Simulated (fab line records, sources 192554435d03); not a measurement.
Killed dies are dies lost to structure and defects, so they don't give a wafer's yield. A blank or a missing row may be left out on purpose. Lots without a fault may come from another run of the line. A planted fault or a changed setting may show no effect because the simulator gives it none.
Which tool did it? | flow n5_finfet | 14 lots, 40 wafers sampled, at 3 steps of a route of 1938

WHAT THE GAUGES READ, wafer by wafer
N5_BEOL_M13_OVL_MEAS_11. Usual: V12_OVL -3 nm, standard deviation 5.5.
lot  | measured     | on         | V12_OVL (nm) | flag
L869 | day 11 12:22 | overlay-01 | 0 -5 -3      |
L870 | day 11 15:25 | overlay-01 | 0 -3 3       |
L871 | day 12 03:10 | overlay-02 | 6 -1 -9      |
L874 | day 12 20:26 | overlay-01 | - - -        | OFF
L878 | day 12 21:10 | overlay-01 | - - -        | OFF
L884 | day 15 03:31 | overlay-02 | 3 -7 -9      |
L887 | day 15 08:31 | overlay-01 | -2 -4 0      |
L885 | day 15 09:57 | overlay-01 | 0 2 -2       |
L886 | day 15 12:45 | overlay-01 | 3 1          |
L889 | day 15 18:58 | overlay-02 | -4 -12 -16   |
L888 | day 16 00:25 | overlay-01 | 1 -1 -5      |
L890 | day 17 00:56 | overlay-01 | 10 -7 0      |
L892 | day 17 08:01 | overlay-02 | -2 1 4       |
L891 | day 18 05:54 | overlay-01 | -7 -4        |

WHICH TOOL RAN EACH LOT (tool, then ch and the chambers of the sampled wafers, then the start)
lot  | N5_BEOL_M12_DEGAS_41         | N5_BEOL_M13_DEVELOP_09
L869 | pvd_sputter-01, day 11 09:33 | litho_track-01 ch 0, day 11 12:13
L870 | pvd_sputter-01, day 11 13:35 | litho_track-01 ch 0, day 11 15:17
L871 | pvd_sputter-01, day 12 01:11 | litho_track-01 ch 0, day 12 03:01
L874 | pvd_sputter-01, day 12 18:23 | litho_track-01, day 12 20:17
L878 | pvd_sputter-01, day 12 18:42 | litho_track-05, day 12 21:01
L884 | pvd_sputter-02, day 15 01:41 | litho_track-05 ch 0, day 15 03:22
L887 | pvd_sputter-01, day 15 06:38 | litho_track-03 ch 0, day 15 08:23
L885 | pvd_sputter-03, day 15 08:07 | litho_track-05 ch 0, day 15 09:49
L886 | pvd_sputter-03, day 15 10:55 | litho_track-03 ch 0, day 15 12:37
L889 | pvd_sputter-03, day 15 17:04 | litho_track-01 ch 0, day 15 18:49
L888 | pvd_sputter-02, day 15 22:08 | litho_track-03 ch 0, day 16 00:16
L890 | pvd_sputter-01, day 16 23:05 | litho_track-01 ch 0, day 17 00:48
L892 | pvd_sputter-02, day 17 06:04 | litho_track-05 ch 0, day 17 07:53
L891 | pvd_sputter-03, day 18 04:01 | litho_track-05 ch 0, day 18 05:46
- N5_BEOL_M12_DEGAS_41: time 60 s.
- N5_BEOL_M13_DEVELOP_09: develop time 45 s.

WHAT THE TOOLS THEMSELVES READ (means of the sampled wafers that have a number; where no wafer has one, the mark that the record gives instead)
N5_BEOL_M12_DEGAS_41. Usual: heater_power_w 343 W, standard deviation 47.
lot  | tool           | heater_power_w (W) | flag
L869 | pvd_sputter-01 | 358                |
L870 | pvd_sputter-01 | 386                |
L871 | pvd_sputter-01 | 423                |
L874 | pvd_sputter-01 | 417                |
L878 | pvd_sputter-01 | 362                |
L884 | pvd_sputter-02 | 338                |
L887 | pvd_sputter-01 | 330                |
L885 | pvd_sputter-03 | 315                |
L886 | pvd_sputter-03 | 312                |
L889 | pvd_sputter-03 | 317                |
L888 | pvd_sputter-02 | 325                |
L890 | pvd_sputter-01 | 383                |
L892 | pvd_sputter-02 | 308                |
L891 | pvd_sputter-03 | 339                |

N5_BEOL_M13_DEVELOP_09. Usual: chill_plate_temp_C 23.01 C, standard deviation 0.11.
lot  | tool           | chill_plate_temp_C (C) | flag
L869 | litho_track-01 | 22.88                  |
L870 | litho_track-01 | 22.90                  |
L871 | litho_track-01 | 22.98                  |
L874 | litho_track-01 | -                      | OFF
L878 | litho_track-05 | -                      | OFF
L884 | litho_track-05 | 23.21                  |
L887 | litho_track-03 | 23.03                  |
L885 | litho_track-05 | 22.99                  |
L886 | litho_track-03 | 23.01                  |
L889 | litho_track-01 | 22.97                  |
L888 | litho_track-03 | 23.04                  |
L890 | litho_track-01 | 22.94                  |
L892 | litho_track-05 | 23.16                  |
L891 | litho_track-05 | 23.07                  |

THE ANSWER, worked out from the rows above alone
Rule: a lot is off if the mean of its wafers that have a number lies more than 3 standard deviations from the usual mean. A lot without any number at a reading at which 4 lots or more have one is off too. The other lots that the step has rows for count as sound. The gauges are gone through in route order, then the tools' own readings, and for those a lot's mean is taken as printed above. The first step at which some lot is off is used, and at that step the reading that is off furthest; a lot without a number counts as furthest.
Off: L874, L878, at N5_BEOL_M13_OVL_MEAS_11 (V12_OVL). Without a number there: L874, L878.
A tool fits if, at a process step before that reading, it ran every lot that is off, and no sound lot after the first of them. The gauges at N5_BEOL_M13_OVL_MEAS_11 aren't tried: what is off there is off at N5_BEOL_M13_DEVELOP_09 too, on other tools, and a gauge's error can't cause that. None of those tried fits.

WHAT THE SIMULATOR HAD PUT IN
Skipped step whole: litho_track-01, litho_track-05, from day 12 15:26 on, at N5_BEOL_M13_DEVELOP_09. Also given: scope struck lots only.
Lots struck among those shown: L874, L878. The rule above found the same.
